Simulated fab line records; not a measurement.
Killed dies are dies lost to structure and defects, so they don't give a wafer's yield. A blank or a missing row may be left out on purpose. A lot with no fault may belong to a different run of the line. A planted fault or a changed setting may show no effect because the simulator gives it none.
Matching of chambers || flow n5Finfet || N5_GATE_CUT_HM_DEP_46 on pecvd-04: 3 sister chambers
The step deposits SiO2 from TEOS/O2, target thk 130 nm, time 26.6 s. 14 wafers are shown with their chamber, then 7 later ones without.

## WAFERS WITH THEIR CHAMBER
{"wafer": "L075.3", "chamber": 2, "showerheadPlenumPTorr (Torr)": 8.35, "throttleValvePct (%)": 17.3, "heaterPowerW (W)": 504}
{"wafer": "L075.4", "chamber": 1, "showerheadPlenumPTorr (Torr)": 8.38, "throttleValvePct (%)": 17.7, "heaterPowerW (W)": 540}
{"wafer": "L075.6", "chamber": 2, "showerheadPlenumPTorr (Torr)": 8.37, "throttleValvePct (%)": 17.3, "heaterPowerW (W)": 533}
{"wafer": "L076.1", "chamber": 1, "showerheadPlenumPTorr (Torr)": 8.38, "throttleValvePct (%)": 17.8, "heaterPowerW (W)": 646}
{"wafer": "L076.3", "chamber": 2, "showerheadPlenumPTorr (Torr)": 8.37, "throttleValvePct (%)": 17.3, "heaterPowerW (W)": 468}
{"wafer": "L076.6", "chamber": 2, "showerheadPlenumPTorr (Torr)": 8.35, "throttleValvePct (%)": 17.5, "heaterPowerW (W)": 477}
{"wafer": "L077.1", "chamber": 2, "showerheadPlenumPTorr (Torr)": 8.38, "throttleValvePct (%)": 17.5, "heaterPowerW (W)": 549}
{"wafer": "L077.3", "chamber": 0, "showerheadPlenumPTorr (Torr)": 8.29, "throttleValvePct (%)": 17.3, "heaterPowerW (W)": 617}
{"wafer": "L077.5", "chamber": 2, "showerheadPlenumPTorr (Torr)": 8.37, "throttleValvePct (%)": 17.6, "heaterPowerW (W)": 533}
{"wafer": "L089.2", "chamber": 2, "showerheadPlenumPTorr (Torr)": 8.36, "throttleValvePct (%)": 17.6, "heaterPowerW (W)": 525}
{"wafer": "L089.4", "chamber": 2, "showerheadPlenumPTorr (Torr)": 8.33, "throttleValvePct (%)": 17.4, "heaterPowerW (W)": 524}
{"wafer": "L089.6", "chamber": 0, "showerheadPlenumPTorr (Torr)": 8.27, "throttleValvePct (%)": 17.4, "heaterPowerW (W)": 697}
{"wafer": "L091.2", "chamber": 0, "showerheadPlenumPTorr (Torr)": 8.29, "throttleValvePct (%)": 17.5, "heaterPowerW (W)": 620}
{"wafer": "L091.4", "chamber": 2, "showerheadPlenumPTorr (Torr)": 8.35, "throttleValvePct (%)": 17.5, "heaterPowerW (W)": 485}

SIGNATURES (means of the wafers above)
{"reading": "showerheadPlenumPTorr", "chamber 0": 8.2833, "chamber 1": 8.3800, "chamber 2": 8.3589, "scatter within a chamber": 0.014}
{"reading": "throttleValvePct", "chamber 0": 17.400, "chamber 1": 17.750, "chamber 2": 17.444, "scatter within a chamber": 0.116}
{"reading": "heaterPowerW", "chamber 0": 644.67, "chamber 1": 593.00, "chamber 2": 510.89, "scatter within a chamber": 38.4}
Rule: for a wafer and a chamber, the distance is found by dividing, reading by reading, the gap between the wafer's reading and the chamber's mean by the reading's scatter, squaring, summing and taking the root. The wafer belongs to the nearest chamber; if the next one is less than 2 further off, it can't be placed. The scatter: take each reading less its chamber's mean, square it, sum over the shown wafers, divide by the number of wafers less the number of chambers, and take the root.

## WAFERS WHOSE CHAMBER IS MISSING
{"wafer": "L091.6", "showerheadPlenumPTorr (Torr)": 8.35, "throttleValvePct (%)": 17.4, "heaterPowerW (W)": 597}
{"wafer": "L097.1", "showerheadPlenumPTorr (Torr)": 8.37, "throttleValvePct (%)": 17.7, "heaterPowerW (W)": 689}
{"wafer": "L097.4", "showerheadPlenumPTorr (Torr)": 8.36, "throttleValvePct (%)": 17.5, "heaterPowerW (W)": 526}
{"wafer": "L097.5", "showerheadPlenumPTorr (Torr)": 8.31, "throttleValvePct (%)": 17.8, "heaterPowerW (W)": 676}
{"wafer": "L096.1", "showerheadPlenumPTorr (Torr)": 8.29, "throttleValvePct (%)": 17.6, "heaterPowerW (W)": 589}
{"wafer": "L096.2", "showerheadPlenumPTorr (Torr)": 8.37, "throttleValvePct (%)": 18.0, "heaterPowerW (W)": 681}
{"wafer": "L096.3", "showerheadPlenumPTorr (Torr)": 8.33, "throttleValvePct (%)": 17.6, "heaterPowerW (W)": 474}

## EACH ONE'S CHAMBER
{"wafer": "L091.6", "from the rows above": "can't be placed: 2 or 1", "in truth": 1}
{"wafer": "L097.1", "from the rows above": 1, "in truth": 1}
{"wafer": "L097.4", "from the rows above": 2, "in truth": 2}
{"wafer": "L097.5", "from the rows above": "can't be placed: 0 or 1", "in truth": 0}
{"wafer": "L096.1", "from the rows above": 0, "in truth": 0}
{"wafer": "L096.2", "from the rows above": 1, "in truth": 1}
{"wafer": "L096.3", "from the rows above": 2, "in truth": 2}
Correct placement for 5 of the 7. From these rows, 2 cannot be placed; in 2 the true chamber is one of the candidates. Placed wrongly: 0.
